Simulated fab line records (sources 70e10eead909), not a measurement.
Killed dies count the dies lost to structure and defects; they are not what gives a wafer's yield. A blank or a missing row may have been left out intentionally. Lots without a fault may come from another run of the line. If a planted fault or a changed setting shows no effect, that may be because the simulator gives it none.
fab line records	flow nand_harc	part 1 of 2: steps 1 to 27 of 43
[record] lots = 5	wafers = 15	last_day = 31
route steps=1302 shown P_BONDPAD@379 A_START@389 A_ZERO_WELL@390 A_SOURCE_PLATE@413 A_ONON_D1@424
lots untouched by any fault: they come from a run of this same line in which no faults occurred
start_h: the number of hours between the record's first day and the start of the first shown wafer of the lot	wait_h: time in hours since the lot's previous step	" as in the row above	L1.1+2: one row covering several wafers at once	- no value, or no start was given	* or withheld: withheld	< > ~ a bound
route shown NAME@n: NAME is a module with steps in the file, n the number in the route of the first one	usual: mean and standard deviation over wafers with no fault	same: alike in all rows	chamber/n: place in a boat	sites: the reading at each site	_std_site: the standard deviation of these	_edge_site: the outer-site mean with the inner-site mean subtracted	radius_mm: for every site, how far away it sits from the centre of the wafer	mask NAME#n: copy n	behind: tool/chamber where the wafer was last shaped	hold: the reason the lot was held/the length of the hold in hours/how it ended	device: names the non-switching transistor (n, p or np)	end of line: tests run on the same wafers once the route is complete	a step with no rows: only its recipe	killed: at the first sort, the dies lost to defects and structure; wafer yield is something else	map: the dies of a wafer, with x for killed, . for not killed, _ for no die there
set.NAME: the setting the step ran with; set.NAME@STEP: the setting that earlier step ran with	model.NAME: the simulator's own value behind a step, which no gauge read
lots at selected steps of the route; one table per step, one row per wafer
services: when a tool's chamber went out of use (start_h, in hours from the record's first day, below 0 if earlier), for how many hours, and the reason
[[steps]]
[step NHARC_P_BONDPAD_ANNEAL_28]
[recipe] temp_c = 225	time_s = 90
[usual] wafer_temp_C_max = 226.1/0.47
lot.wafer	tool	chamber	start_h	wait_h	wafer_temp_C_max
L074.2	rtp_anneal-01	0	137.24	-	225.7
L074.3	"	0	"	"	225.6
L074.4	"	0	"	"	225.4
L084.1	rtp_anneal-01	0	233.03	-	225.6
L084.2	"	0	"	"	225.7
L084.6	"	0	"	"	225.4
L088.2	rtp_anneal-01	0	280.27	0.3	225.5
L088.3	"	0	"	"	225.7
L088.4	"	0	"	"	225.9
L090.1	rtp_anneal-02	0	298.86	0.3	226.0
L090.5	"	0	"	"	226.6
L090.6	"	0	"	"	226.7
L091.1	rtp_anneal-01	0	313.98	-	225.7
L091.3	"	0	"	"	226.0
L091.5	"	0	"	"	225.5
[step NHARC_P_BONDPAD_CMP_19]
[recipe] t_overpolish_s = 30	cu_recess_touch_s = 16	target_thk_nm = 160.81
[usual] motor_current_A = 12.4/1.1	overpolish_run_s = 30.000/0.009
lot.wafer	tool	chamber	start_h	wait_h	motor_current_A	overpolish_run_s
L074.4	cmp-03	0	137.56	-	14.2	29.995
L074.2	"	1	"	"	13.9	30.003
L074.3	"	2	"	"	11.7	30.008
L084.2	cmp-03	2	233.38	-	11.4	30.004
L084.1	"	0	"	"	13.5	29.991
L084.6	"	3	"	"	11.6	29.993
L088.3	cmp-03	1	280.57	-	13.6	30.023
L088.4	"	2	"	"	11.4	29.992
L088.2	"	3	"	"	11.9	30.000
L090.1	cmp-03	1	299.23	-	14.0	30.008
L090.6	"	0	"	"	14.0	29.984
L090.5	"	1	"	"	13.0	30.003
L091.1	cmp-01	2	314.32	-	11.6	30.011
L091.3	"	3	"	"	11.0	29.993
L091.5	"	2	"	"	11.4	30.003
[step NHARC_P_BONDPAD_THK_MEAS_20]
[recipe] thk_meas_gauge = xrf
[usual] thk_nm = 160.8/1.6
lot.wafer	tool	chamber	start_h	wait_h	thk_nm
L074.2	film_metro-01	-	137.85	-	163.3
L074.3	"	-	"	"	164.8
L074.4	"	-	"	"	161.4
L084.1	film_metro-01	-	233.70	-	160.4
L084.2	"	-	"	"	159.8
L084.6	"	-	"	"	162.4
L088.2	film_metro-01	-	280.89	-	158.5
L088.3	"	-	"	"	161.1
L088.4	"	-	"	"	161.7
L090.1	film_metro-02	-	299.52	-	160.8
L090.5	"	-	"	"	164.5
L090.6	"	-	"	"	159.2
L091.1	film_metro-01	-	314.64	-	160.4
L091.3	"	-	"	"	159.8
L091.5	"	-	"	"	159.3
[step NHARC_P_BONDPAD_SRD_21]
[recipe] time_s = 30	temp_c = 23	dry_time_s = 20	spin_rpm = 1500
[usual] bath_heat_duty_pct = 3.5/0.48	co2_resistivity_mohm_cm = 0.1999/0.0019
lot.wafer	tool	chamber	start_h	wait_h	bath_heat_duty_pct	co2_resistivity_mohm_cm
L074.3	wet_bench-08	3	137.90	0.0	3.5	0.1989
L074.2	"	4	"	"	4.2	0.2006
L074.4	"	6	"	"	4.2	0.2020
L084.1	wet_bench-08	7	233.74	0.0	3.2	0.2005
L084.2	"	0	"	"	3.9	0.2004
L084.6	"	3	"	"	2.8	0.2016
L088.2	wet_bench-08	2	280.94	0.0	2.2	0.2026
L088.3	"	3	"	"	2.9	0.2018
L088.4	"	5	"	"	3.6	0.1992
L090.1	wet_bench-10	0	299.57	0.0	3.6	0.2026
L090.5	"	1	"	"	4.2	0.1995
L090.6	"	2	"	"	3.1	0.1985
L091.5	wet_bench-08	1	314.68	0.0	2.9	0.1982
L091.3	"	2	"	"	3.9	0.2007
L091.1	"	4	"	"	4.0	0.2014
[step NHARC_P_BONDPAD_INSPECT_23]
[usual] raw_defect_count = 316/110
lot.wafer	tool	chamber	start_h	wait_h	raw_defect_count
L074.2	defect_inspect-02	-	138.08	0.0	332
L074.3	"	-	"	"	383
L074.4	"	-	"	"	484
L084.1	defect_inspect-01	-	233.92	0.0	345
L084.2	"	-	"	"	301
L084.6	"	-	"	"	348
L088.2	defect_inspect-01	-	281.09	0.0	488
L088.3	"	-	"	"	447
L088.4	"	-	"	"	241
L090.1	defect_inspect-02	-	299.75	0.0	202
L090.5	"	-	"	"	376
L090.6	"	-	"	"	396
L091.1	defect_inspect-01	-	314.85	0.0	388
L091.3	"	-	"	"	309
L091.5	"	-	"	"	284
[step NHARC_P_BONDPAD_ACTIVATE_29]
[recipe] time_s = 60	n2_flow_sccm = 200	ar_flow_sccm = 0	bias_power_w = 0	chemistry = N2
[usual] drypump_motor_current_A = 5.93/0.29	oes_product_au = 1.004/0.0079	rf_vpp_V = 64.1/0.86	showerhead_plenum_p_Torr = 1.77/0.051
[same] bias_power_w = 0
lot.wafer	tool	chamber	start_h	wait_h	drypump_motor_current_A	oes_product_au	rf_hours_counter_h	rf_vpp_V	showerhead_plenum_p_Torr
L074.3	rie_diel-05	2	138.14	0.1	6.31	1.008	3.8	62.8	1.73
L074.2	"	3	"	"	5.56	1.011	3.5	64.1	1.82
L074.4	"	1	"	"	5.95	0.996	3.9	64.1	1.81
L084.1	rie_diel-04	2	234.01	0.1	6.01	1.009	1.8	65.6	1.84
L084.2	"	3	"	"	5.72	1.008	1.6	64.5	1.79
L084.6	"	1	"	"	5.91	1.010	-	63.8	1.71
L088.2	rie_diel-04	0	281.16	0.1	6.07	1.017	2.8	64.0	1.77
L088.4	"	1	"	"	5.99	1.006	3.1	63.8	1.71
L088.3	"	2	"	"	6.01	1.008	3.0	66.4	1.84
L090.1	rie_diel-04	0	299.81	0.1	6.12	1.016	3.4	64.4	1.77
L090.6	"	0	"	"	6.12	1.018	-	64.7	1.77
L090.5	"	1	"	"	5.98	1.005	-	64.1	1.71
L091.3	rie_diel-04	2	314.91	0.1	5.97	1.003	3.8	63.5	1.84
L091.1	"	0	"	"	6.08	1.001	3.6	63.8	1.77
L091.5	"	2	"	"	5.99	1.014	-	65.6	1.84
[step NHARC_P_BONDPAD_PRECLEAN_30]
[recipe] time_s = 300	temp_c = 23	chemistry = DIW
[usual] bath_heat_duty_pct = 3.6/0.49
lot.wafer	tool	chamber	start_h	wait_h	bath_heat_duty_pct
L074.4	wet_bench-08	4	138.32	0.1	3.5
L074.2	"	6	"	"	4.4
L074.3	"	7	"	"	3.4
L084.1	wet_bench-10	4	234.15	0.1	3.2
L084.6	"	6	"	"	4.1
L084.2	"	7	"	"	3.1
L088.4	wet_bench-10	0	281.31	0.1	4.3
L088.2	"	2	"	"	3.3
L088.3	"	4	"	"	3.4
L090.6	wet_bench-10	7	299.99	0.1	2.8
L090.1	"	0	"	"	4.2
L090.5	"	1	"	"	3.8
L091.5	wet_bench-08	0	315.06	0.1	4.2
L091.3	"	2	"	"	3.2
L091.1	"	3	"	"	3.0
[step NHARC_P_BONDPAD_SRD_31]
[recipe] time_s = 30	temp_c = 23	dry_time_s = 20	spin_rpm = 1500
[usual] bath_heat_duty_pct = 3.6/0.51	co2_resistivity_mohm_cm = 0.1999/0.0021
lot.wafer	tool	chamber	start_h	wait_h	bath_heat_duty_pct	co2_resistivity_mohm_cm
L074.4	wet_bench-08	4	-	-	3.7	0.2000
L074.2	"	6	"	"	3.9	0.1966
L074.3	"	7	"	"	3.7	0.1970
L084.1	wet_bench-10	4	-	-	3.8	0.1990
L084.6	"	6	"	"	4.7	0.2009
L084.2	"	7	"	"	3.4	0.2017
L088.4	wet_bench-10	0	-	-	2.8	0.1996
L088.2	"	2	"	"	3.3	0.2004
L088.3	"	4	"	"	3.9	0.2019
L090.6	wet_bench-10	7	-	-	2.9	0.1954
L090.1	"	0	"	"	3.8	0.1973
L090.5	"	1	"	"	4.4	0.1963
L091.5	wet_bench-08	0	-	-	3.7	0.1959
L091.3	"	2	"	"	2.8	0.2018
L091.1	"	3	"	"	3.6	0.1966
[step NHARC_A_START_INSPECT_01]
[usual] raw_defect_count = 3.5/1.7
lot.wafer	tool	chamber	start_h	wait_h	raw_defect_count
L074.2	defect_inspect-02	-	138.54	-	3
L074.3	"	-	"	"	3
L074.4	"	-	"	"	5
L084.1	defect_inspect-01	-	234.40	-	5
L084.2	"	-	"	"	3
L084.6	"	-	"	"	6
L088.2	defect_inspect-01	-	281.56	-	3
L088.3	"	-	"	"	7
L088.4	"	-	"	"	2
L090.1	defect_inspect-01	-	300.21	-	1
L090.5	"	-	"	"	2
L090.6	"	-	"	"	5
L091.1	defect_inspect-01	-	315.31	-	5
L091.3	"	-	"	"	4
L091.5	"	-	"	"	5
[step NHARC_A_ZERO_WELL_PRECLEAN_00]
[recipe] time_s = 600	temp_c = 120	chemistry = SPM
[usual] bath_guard_temp_C = 120.0/0.56	bath_heat_duty_pct = 13.3/1.4
lot.wafer	tool	chamber	start_h	wait_h	bath_guard_temp_C	bath_heat_duty_pct
L074.2	wet_bench-05	1	138.63	0.1	119.0	14.7
L074.3	"	2	"	"	120.6	12.3
L074.4	"	6	"	"	120.0	10.4
L084.2	wet_bench-05	6	234.50	0.1	120.5	12.9
L084.6	"	7	"	"	119.9	12.4
L084.1	"	0	"	"	119.6	12.7
L088.3	wet_bench-09	2	281.64	0.1	120.2	12.5
L088.2	"	3	"	"	121.3	12.8
L088.4	"	4	"	"	120.2	13.8
L090.6	wet_bench-09	7	300.30	0.1	121.0	13.5
L090.1	"	1	"	"	120.4	13.6
L090.5	"	2	"	"	120.1	13.3
L091.5	wet_bench-05	6	315.41	0.1	120.0	12.6
L091.3	"	0	"	"	118.8	12.8
L091.1	"	1	"	"	118.9	15.0
[step NHARC_A_ZERO_WELL_SRD_01]
lot.wafer	tool	chamber	start_h	wait_h
L074.2+3+4	wet_bench-05	1,2,6	-	-
L084.2+6+1	wet_bench-05	6,7,0	-	-
L088.3+2+4	wet_bench-09	2,3,4	-	-
L090.6+1+5	wet_bench-09	7,1,2	-	-
L091.5+3+1	wet_bench-05	6,0,1	-	-
[step NHARC_A_ZERO_WELL_DEHYDRATE_02]
[recipe] temp_c = 150	time_s = 120
lot.wafer	tool	chamber	start_h	wait_h
L074.2+3+4	litho_track-03	0	138.94	-
L084.1+2+6	litho_track-07	0	234.79	-
L088.2+3+4	litho_track-05	0	281.96	-
L090.1+5+6	litho_track-03	0	300.61	-
L091.1+3+5	litho_track-07	0	315.71	-
[step NHARC_A_ZERO_WELL_HMDS_03]
[recipe] time_s = 30
lot.wafer	tool	chamber	start_h	wait_h
L074.2+3+4	litho_track-03	0	-	-
L084.1+2+6	litho_track-07	0	-	-
L088.2+3+4	litho_track-05	0	-	-
L090.1+5+6	litho_track-03	0	-	-
L091.1+3+5	litho_track-07	0	-	-
[step NHARC_A_ZERO_WELL_COAT_18]
[recipe] temp_c = 200	time_s = 65
lot.wafer	tool	chamber	start_h	wait_h
L074.2+3+4	litho_track-03	0	-	-
L084.1+2+6	litho_track-07	0	-	-
L088.2+3+4	litho_track-05	0	-	-
L090.1+5+6	litho_track-03	0	-	-
L091.1+3+5	litho_track-07	0	-	-
[step NHARC_A_ZERO_WELL_COAT_04]
[recipe] spin_rpm = 2000	resist_thk_nm = 600
lot.wafer	tool	chamber	start_h	wait_h
L074.2+3+4	litho_track-03	0	-	-
L084.1+2+6	litho_track-07	0	-	-
L088.2+3+4	litho_track-05	0	-	-
L090.1+5+6	litho_track-03	0	-	-
L091.1+3+5	litho_track-07	0	-	-
[step NHARC_A_ZERO_WELL_SOFTBAKE_05]
[recipe] temp_c = 125	time_s = 70
lot.wafer	tool	chamber	start_h	wait_h
L074.2+3+4	litho_track-03	0	-	-
L084.1+2+6	litho_track-07	0	-	-
L088.2+3+4	litho_track-05	0	-	-
L090.1+5+6	litho_track-03	0	-	-
L091.1+3+5	litho_track-07	0	-	-
[step NHARC_A_ZERO_WELL_EBR_06]
lot.wafer	tool	chamber	start_h	wait_h
L074.2+3+4	litho_track-03	0	-	-
L084.1+2+6	litho_track-07	0	-	-
L088.2+3+4	litho_track-05	0	-	-
L090.1+5+6	litho_track-03	0	-	-
L091.1+3+5	litho_track-07	0	-	-
[step NHARC_A_ZERO_WELL_EXPOSE_07]
[recipe] na = 0.55	dose_mj = 33.85	mask_id = A_ZERO
lot.wafer	tool	chamber	start_h	wait_h	mask
L074.2+3+4	krf_scanner-04	0	139.24	-	A_ZERO#0
L084.1+2+6	krf_scanner-01	0	235.08	-	A_ZERO#0
L088.2+3+4	krf_scanner-04	0	282.13	-	A_ZERO#0
L090.1+5+6	krf_scanner-04	0	300.78	-	A_ZERO#0
L091.1+3+5	krf_scanner-04	0	315.87	-	A_ZERO#0
[step NHARC_A_ZERO_WELL_PEB_08]
[recipe] peb_temp_c = 128	peb_time_s = 80
lot.wafer	tool	chamber	start_h	wait_h
L074.2+3+4	litho_track-07	0	139.30	0.1
L084.1+2+6	litho_track-03	0	235.15	0.1
L088.2+3+4	litho_track-03	0	282.19	0.1
L090.1+5+6	litho_track-07	0	300.84	0.1
L091.1+3+5	litho_track-03	0	315.94	0.1
[step NHARC_A_ZERO_WELL_DEVELOP_09]
[recipe] time_s = 50	dev_temp_c = 22
lot.wafer	tool	chamber	start_h	wait_h
L074.2+3+4	litho_track-07	0	-	-
L084.1+2+6	litho_track-03	0	-	-
L088.2+3+4	litho_track-03	0	-	-
L090.1+5+6	litho_track-07	0	-	-
L091.1+3+5	litho_track-03	0	-	-
[step NHARC_A_ZERO_WELL_CD_MEAS_10]
[recipe] target_cd_nm = 2000	landing_energy_ev = 500
[usual] cd_nm = 2000.1/1.9
lot.wafer	tool	chamber	start_h	wait_h	cd_nm
L074.2	cd_sem-02	0	139.38	-	2000.6
L074.3	"	0	"	"	2000.0
L074.4	"	0	"	"	1998.0
L084.1	cd_sem-01	0	235.24	-	2003.2
L084.2	"	0	"	"	2001.5
L084.6	"	0	"	"	2002.2
L088.2	cd_sem-01	0	282.28	-	2001.0
L088.3	"	0	"	"	2002.9
L088.4	"	0	"	"	1997.9
L090.1	cd_sem-02	0	300.93	-	1998.2
L090.5	"	0	"	"	2000.5
L090.6	"	0	"	"	1999.1
L091.1	cd_sem-02	0	316.03	-	2002.8
L091.3	"	0	"	"	2003.7
L091.5	"	0	"	"	1999.8
[step NHARC_A_ZERO_WELL_HARDBAKE_11]
[recipe] temp_c = 118	time_s = 65
lot.wafer	tool	chamber	start_h	wait_h
L074.2+3+4	litho_track-03	0	139.46	-
L084.1+2+6	litho_track-03	0	235.32	-
L088.2+3+4	litho_track-03	0	282.36	-
L090.1+5+6	litho_track-07	0	301.01	-
L091.1+3+5	litho_track-03	0	316.11	-
[step NHARC_A_ZERO_WELL_DESCUM_12]
[recipe] time_s = 3	o2_flow_sccm = 200	ar_flow_sccm = 0	bias_power_w = 0	chemistry = O2
[usual] drypump_motor_current_A = 5.7/0.36	oes_product_au = 0.999/0.0093	rf_vpp_V = 57.8/0.93	showerhead_plenum_p_Torr = 1.93/0.068	throttle_valve_pct = 11.312/0.0092
[same] bias_power_w = 0
lot.wafer	tool	chamber	start_h	wait_h	drypump_motor_current_A	oes_product_au	rf_hours_counter_h	rf_vpp_V	showerhead_plenum_p_Torr	throttle_valve_pct
L074.3	rie_diel-01	1	139.54	-	5.6	0.995	4	59.1	1.97	11.318
L074.4	"	2	"	"	6.1	0.981	3	56.5	1.95	11.322
L074.2	"	0	"	"	6.0	0.987	3	59.8	2.01	11.310
L084.1	rie_diel-13	3	235.40	-	6.3	1.001	17	57.5	1.96	11.294
L084.2	"	1	"	"	5.3	0.992	19	57.6	2.05	11.327
L084.6	"	3	"	"	6.3	1.003	-	58.1	1.96	11.321
L088.4	rie_diel-01	1	282.44	-	5.6	0.993	3	57.4	1.96	11.324
L088.2	"	2	"	"	6.1	1.008	3	57.3	1.95	11.333
L088.3	"	3	"	"	5.4	1.001	3	59.2	1.95	11.319
L090.1	rie_diel-01	1	301.11	-	5.6	0.991	4	58.6	1.96	11.314
L090.6	"	2	"	"	6.1	0.995	-	57.8	1.95	11.300
L090.5	"	3	"	"	5.4	0.997	-	57.3	1.95	11.308
L091.3	rie_diel-12	2	316.19	-	6.4	1.009	3	57.5	1.81	11.321
L091.1	"	0	"	"	5.2	1.001	7	57.3	1.81	11.308
L091.5	"	2	"	"	6.4	1.006	-	56.5	1.81	11.309
[step NHARC_A_ZERO_WELL_ETCH_19]
[recipe] target_depth_a = 800	overetch_a = 240	time_s = 87.88	ion_energy_ev = 200	n2_flow_sccm = 150	h2_flow_sccm = 150	ar_flow_sccm = 0	rf_w = 400	bias_w = 150	chemistry = N2/H2
[usual] drypump_motor_current_A = 5.8/0.35	oes_product_au = 0.998/0.0094	rf_vpp_V = 431.1/2.3	showerhead_plenum_p_Torr = 2.06/0.076	throttle_valve_pct = 14.172/0.009
lot.wafer	tool	chamber	start_h	wait_h	drypump_motor_current_A	oes_product_au	rf_hours_counter_h	rf_vpp_V	showerhead_plenum_p_Torr	throttle_valve_pct
L074.3	rie_diel-01	3	139.62	0.1	5.4	0.984	3	431.8	2.08	14.174
L074.4	"	1	"	"	5.6	0.996	4	431.3	2.10	14.172
L074.2	"	2	"	"	6.1	0.979	3	431.8	2.08	14.185
L084.1	rie_diel-13	2	235.48	0.1	5.7	0.995	17	429.4	2.03	14.178
L084.2	"	3	"	"	6.4	1.005	17	433.1	2.09	14.171
L084.6	"	2	"	"	5.7	1.000	-	430.8	2.03	14.184
L088.2	rie_diel-01	3	282.52	0.1	5.5	0.996	3	430.2	2.08	14.158
L088.4	"	0	"	"	6.0	0.995	2	433.0	2.15	14.183
L088.3	"	1	"	"	5.6	0.993	3	432.2	2.10	14.178
L090.1	rie_diel-01	3	301.17	0.1	5.4	1.006	3	431.2	2.07	14.187
L090.5	"	3	"	"	5.4	1.002	-	431.8	2.07	14.179
L090.6	"	0	"	"	6.0	0.999	-	432.8	2.15	14.168
L091.1	rie_diel-12	2	316.28	0.1	6.3	1.007	3	427.3	1.93	14.171
L091.3	"	0	"	"	5.2	1.011	7	425.4	1.93	14.184
L091.5	"	2	"	"	6.3	1.018	-	428.4	1.93	14.158
[step NHARC_A_ZERO_WELL_ETCH_13]
[recipe] target_depth_a = 1200	time_s = 40.1	hbr_flow_sccm = 150	cl2_flow_sccm = 50	rf_w = 400	icp_w = 400	bias_w = 100	chemistry = HBr/Cl2
[usual] drypump_motor_current_A = 5.9/0.45	oes_product_au = 1.003/0.009	throttle_valve_pct = 26.405/0.0092
lot.wafer	tool	chamber	start_h	wait_h	drypump_motor_current_A	oes_product_au	rf_hours_counter_h	throttle_valve_pct
L074.2	rie_si-05	2	139.76	-	5.5	0.993	0.0	26.408
L074.4	"	3	"	"	5.9	1.000	0.0	26.393
L074.3	"	0	"	"	5.3	0.991	0.0	26.397
L084.1	rie_si-06	1	235.61	-	6.3	1.001	0.9	26.411
L084.2	"	3	"	"	5.8	1.001	0.9	26.399
L084.6	"	0	"	"	5.6	1.005	-	26.397
L088.4	rie_si-05	0	282.63	-	5.3	1.001	0.9	26.405
L088.2	"	2	"	"	5.5	1.003	0.9	26.411
L088.3	"	3	"	"	5.9	0.999	1.0	26.417
L090.1	rie_si-06	0	301.32	-	5.6	0.995	0.3	26.412
L090.5	"	2	"	"	6.7	0.988	-	26.402
L090.6	"	3	"	"	5.8	1.016	-	26.404
L091.3	rie_si-05	0	316.39	-	5.3	1.002	0.0	26.414
L091.1	"	2	"	"	5.5	1.014	0.0	26.398
L091.5	"	1	"	"	6.0	1.012	-	26.403
[step NHARC_A_ZERO_WELL_STRIP_14]
[recipe] time_s = 900	temp_c = 130	chemistry = SPM
[usual] bath_guard_temp_C = 130.0/0.59	bath_heat_duty_pct = 14.8/1.6
lot.wafer	tool	chamber	start_h	wait_h	bath_guard_temp_C	bath_heat_duty_pct
L074.3	wet_bench-09	7	139.89	-	130.2	15.1
L074.2	"	2	"	"	130.1	15.6
L074.4	"	3	"	"	131.1	13.3
L084.1	wet_bench-05	1	235.74	-	128.8	15.0
L084.6	"	3	"	"	130.8	14.6
L084.2	"	6	"	"	130.0	14.3
L088.2	wet_bench-09	2	282.79	-	130.4	14.1
L088.4	"	3	"	"	131.0	15.0
L088.3	"	4	"	"	130.7	14.3
L090.6	wet_bench-05	4	301.47	-	129.9	18.3
L090.1	"	5	"	"	129.8	14.0
L090.5	"	6	"	"	130.0	14.4
L091.1	wet_bench-09	2	316.54	-	130.4	14.2
L091.3	"	3	"	"	131.4	14.3
L091.5	"	6	"	"	130.4	16.1
[step NHARC_A_ZERO_WELL_IMPLANT_15]
[recipe] energy_kev = 150	dose_cm2 = 1e+13	tilt_deg = 7
lot.wafer	tool	chamber	start_h	wait_h
L074.2+3+4	implanter-02	0	140.32	0.1
L084.1+2+6	implanter-01	0	236.15	0.1
L088.2+3+4	implanter-02	0	283.22	0.1
L090.1+5+6	implanter-02	0	301.89	0.1
L091.1+3+5	implanter-02	0	316.94	0.1
